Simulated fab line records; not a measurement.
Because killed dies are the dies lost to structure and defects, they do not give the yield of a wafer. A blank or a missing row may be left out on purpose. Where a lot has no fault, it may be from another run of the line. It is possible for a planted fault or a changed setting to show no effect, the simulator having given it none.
Which tool is to blame? | flow n5_finfet | 23 lots with 69 wafers sampled at 3 steps, on a route of 1938 steps

== WHAT THE GAUGES SHOWED, per wafer ==
N5_MOL_CONTACT_COAG_INSPECT_57: inspects for defects (brightfield).
lot  | measured     | on                | raw_defect_count
L074 | day 5 05:02  | defect_inspect-01 | 159 213 116
L075 | day 5 13:51  | defect_inspect-01 | 295 242 223
L076 | day 5 15:19  | defect_inspect-02 | 241 181 227
L077 | day 5 20:51  | defect_inspect-02 | 170 144 152
L078 | day 6 02:45  | defect_inspect-01 | 206 191 245
L079 | day 6 10:35  | defect_inspect-01 | 184 238 129
L080 | day 6 16:38  | defect_inspect-01 | 134 154 147
L081 | day 6 23:38  | defect_inspect-02 | 80 108 136
L082 | day 7 02:38  | defect_inspect-02 | 252 217 188
L083 | day 7 08:31  | defect_inspect-01 | 203 289 301
L084 | day 7 15:18  | defect_inspect-02 | 141 153 119
L086 | day 8 02:32  | defect_inspect-01 | 170 224 219
L087 | day 8 12:23  | defect_inspect-02 | 246 142 205
L088 | day 8 16:58  | defect_inspect-02 | 173 196 118
L089 | day 8 22:07  | defect_inspect-02 | 127 172 146
L090 | day 9 01:03  | defect_inspect-02 | 78 79 104
L091 | day 9 07:17  | defect_inspect-01 | 202 225 181
L092 | day 9 17:40  | defect_inspect-02 | 142 218 142
L093 | day 9 18:33  | defect_inspect-01 | 199 173 272
L094 | day 10 06:51 | defect_inspect-01 | 191 217 238
L095 | day 10 09:17 | defect_inspect-02 | 252 207 224
L096 | day 10 16:06 | defect_inspect-02 | 160 160 132
L097 | day 10 19:21 | defect_inspect-01 | 176 313 239

== WHAT TOOL EACH LOT RAN ON (gives the tool, then ch and the chambers of the sampled wafers, and finally the start) ==
lot  | N5_MOL_CONTACT_COAG_ETCH_106      | N5_MOL_CONTACT_COAG_ALD_27
L074 | rie_diel-05 ch 1,2, day 4 17:02   | ald_sin-02 ch 1,2, day 5 01:56
L075 | rie_diel-03 ch 0,1,3, day 5 05:18 | ald_sin-02 ch 0,1, day 5 10:44
L076 | rie_diel-05 ch 1,2, day 5 05:19   | ald_sin-02 ch 0,1,2, day 5 12:29
L077 | rie_diel-06 ch 1,2,3, day 5 12:07 | ald_sin-04 ch 0,3, day 5 18:01
L078 | rie_diel-05 ch 1,3, day 5 18:07   | ald_sin-01 ch 0,3, day 5 23:55
L079 | rie_diel-06 ch 1,2, day 6 01:33   | ald_sin-01 ch 1,2,3, day 6 07:43
L080 | rie_diel-03 ch 0,2,3, day 6 05:37 | ald_sin-01 ch 0,1, day 6 13:26
L081 | rie_diel-03 ch 0,3, day 6 12:41   | ald_sin-01 ch 0,2,3, day 6 20:41
L082 | rie_diel-05 ch 0,1,2, day 6 17:25 | ald_sin-02 ch 1,2,3, day 6 23:44
L083 | rie_diel-06 ch 1,2,3, day 6 22:59 | ald_sin-01 ch 0,1,3, day 7 05:41
L084 | rie_diel-05 ch 0,1,2, day 7 06:25 | ald_sin-02 ch 1,2,3, day 7 12:28
L086 | rie_diel-05 ch 0,1,2, day 7 17:04 | ald_sin-02 ch 0,1,3, day 7 23:29
L087 | rie_diel-06 ch 0,1, day 8 00:11   | ald_sin-02 ch 0,2, day 8 07:29
L088 | rie_diel-05 ch 1,3, day 8 05:28   | ald_sin-04 ch 0,2,3, day 8 12:19
L089 | rie_diel-05 ch 0,3, day 8 13:29   | ald_sin-04 ch 1,2,3, day 8 19:10
L090 | rie_diel-06 ch 1,2,3, day 8 16:24 | ald_sin-01 ch 0,1,3, day 8 21:30
L091 | rie_diel-06 ch 2,3, day 8 21:49   | ald_sin-01 ch 0,1,3, day 9 04:20
L092 | rie_diel-06 ch 0,1,2, day 9 05:28 | ald_sin-01 ch 1,2,3, day 9 14:40
L093 | rie_diel-05 ch 0,1,3, day 9 08:27 | ald_sin-02 ch 0,1, day 9 15:34
L094 | rie_diel-05 ch 0,2,3, day 9 20:34 | ald_sin-02 ch 1,2,3, day 10 03:49
L095 | rie_diel-06 ch 1,2,3, day 9 21:38 | ald_sin-04 ch 0,2,3, day 10 05:38
L096 | rie_diel-05 ch 1,3, day 10 05:56  | ald_sin-01 ch 0,1,2, day 10 12:45
L097 | rie_diel-06 ch 1,2, day 10 09:56  | ald_sin-01 ch 0,1,3, day 10 16:31
- N5_MOL_CONTACT_COAG_ETCH_106: etches SOC in N2/H2, target depth 80 nm, overetch 16 nm, time 120 s.
- N5_MOL_CONTACT_COAG_ALD_27: deposits SiOC, target thk 17 nm, pulse time 1.5 s, time 2720 s.

== WHAT THE TOOLS THEMSELVES READ (means of the sampled wafers that have a number; where no wafer has one, the mark that the record gives instead) ==
N5_MOL_CONTACT_COAG_ETCH_106.
lot  | tool        | drypump_motor_current_A (A) | oes_product_au (a.u.) | rf_vpp_V (V) | showerhead_plenum_p_Torr (Torr) | throttle_valve_pct (%)
L074 | rie_diel-05 | 5.5                         | 0.69                  | 525.5        | 2.61                            | 17.57
L075 | rie_diel-03 | 5.7                         | 0.73                  | 524.1        | 2.52                            | 17.85
L076 | rie_diel-05 | 5.4                         | 0.68                  | 524.2        | 2.57                            | 17.72
L077 | rie_diel-06 | 5.9                         | 0.67                  | 522.1        | 2.46                            | 17.63
L078 | rie_diel-05 | 5.2                         | 0.65                  | 523.5        | 2.53                            | 17.99
L079 | rie_diel-06 | 5.6                         | 0.65                  | 520.8        | 2.46                            | 17.70
L080 | rie_diel-03 | 6.0                         | 0.74                  | 522.2        | 2.47                            | 17.76
L081 | rie_diel-03 | 5.8                         | 0.78                  | 522.3        | 2.48                            | 17.67
L082 | rie_diel-05 | 5.5                         | 0.66                  | 524.3        | 2.56                            | 17.74
L083 | rie_diel-06 | 5.8                         | 0.66                  | 521.7        | 2.46                            | 17.66
L084 | rie_diel-05 | 5.5                         | 0.66                  | 525.1        | 2.56                            | 17.74
L086 | rie_diel-05 | 5.5                         | 0.65                  | 524.7        | 2.56                            | 17.74
L087 | rie_diel-06 | 5.1                         | 0.65                  | 525.5        | 2.59                            | 17.83
L088 | rie_diel-05 | 5.2                         | 0.76                  | 522.2        | 2.50                            | 17.87
L089 | rie_diel-05 | 5.4                         | 0.75                  | 523.0        | 2.50                            | 17.85
L090 | rie_diel-06 | 5.8                         | 0.73                  | 524.2        | 2.56                            | 17.55
L091 | rie_diel-06 | 5.9                         | 0.79                  | 526.3        | 2.62                            | 17.58
L092 | rie_diel-06 | 5.4                         | 0.73                  | 525.4        | 2.62                            | 17.66
L093 | rie_diel-05 | 5.4                         | 0.69                  | 522.7        | 2.51                            | 17.88
L094 | rie_diel-05 | 5.5                         | 0.70                  | 525.0        | 2.54                            | 17.74
L095 | rie_diel-06 | 5.8                         | 0.71                  | 524.2        | 2.55                            | 17.56
L096 | rie_diel-05 | 5.2                         | 0.73                  | 522.5        | 2.49                            | 17.91
L097 | rie_diel-06 | 5.5                         | 0.73                  | 525.4        | 2.59                            | 17.47

N5_MOL_CONTACT_COAG_ALD_27.
lot  | tool       | heater_power_outer_w (W) | heater_power_w (W) | precursor_pulse_height_rel
L074 | ald_sin-02 | 524                      | 818                | 0.980
L075 | ald_sin-02 | 554                      | 853                | 0.998
L076 | ald_sin-02 | 536                      | 853                | 0.995
L077 | ald_sin-04 | 450                      | 754                | 0.992
L078 | ald_sin-01 | 521                      | 830                | 0.985
L079 | ald_sin-01 | 480                      | 862                | 1.000
L080 | ald_sin-01 | 472                      | 787                | 0.997
L081 | ald_sin-01 | 510                      | 853                | 0.993
L082 | ald_sin-02 | 503                      | 807                | 0.998
L083 | ald_sin-01 | 509                      | 823                | 1.000
L084 | ald_sin-02 | 508                      | 803                | 0.998
L086 | ald_sin-02 | 526                      | 859                | 1.013
L087 | ald_sin-02 | 548                      | 897                | 1.022
L088 | ald_sin-04 | 443                      | 728                | 1.007
L089 | ald_sin-04 | 464                      | 768                | 0.998
L090 | ald_sin-01 | 504                      | 820                | 0.980
L091 | ald_sin-01 | 513                      | 827                | 0.993
L092 | ald_sin-01 | 497                      | 838                | 1.005
L093 | ald_sin-02 | 530                      | 841                | 1.014
L094 | ald_sin-02 | 477                      | 767                | 1.005
L095 | ald_sin-04 | 437                      | 743                | 1.020
L096 | ald_sin-01 | 478                      | 812                | 1.014
L097 | ald_sin-01 | 511                      | 827                | 1.014

== THE ANSWER, worked out from the rows above alone ==
Rule: the lots themselves supply what counts as usual. Put in order of their means at a reading, lots are off if they are a third of the lots or fewer, leave a main group of 4 or more, and stand apart from it by a gap of 3 or more times the standard deviation of the main group's means; of several such gaps the widest counts. Not used: any main group whose means are identical at the precision the tables above print for the reading. Also off: a lot with no number at a reading for which 4 or more lots have one. All remaining lots with rows at the step are treated as sound. First the gauges in route order, then the tools' own readings, where a lot's mean is used as printed above. The first step at which some lot is off is used, and at that step the reading that is off furthest; a lot without a number counts as furthest.
None of the lots is off at any reading shown; this tells nothing.

== WHAT THE SIMULATOR HAD INSERTED ==
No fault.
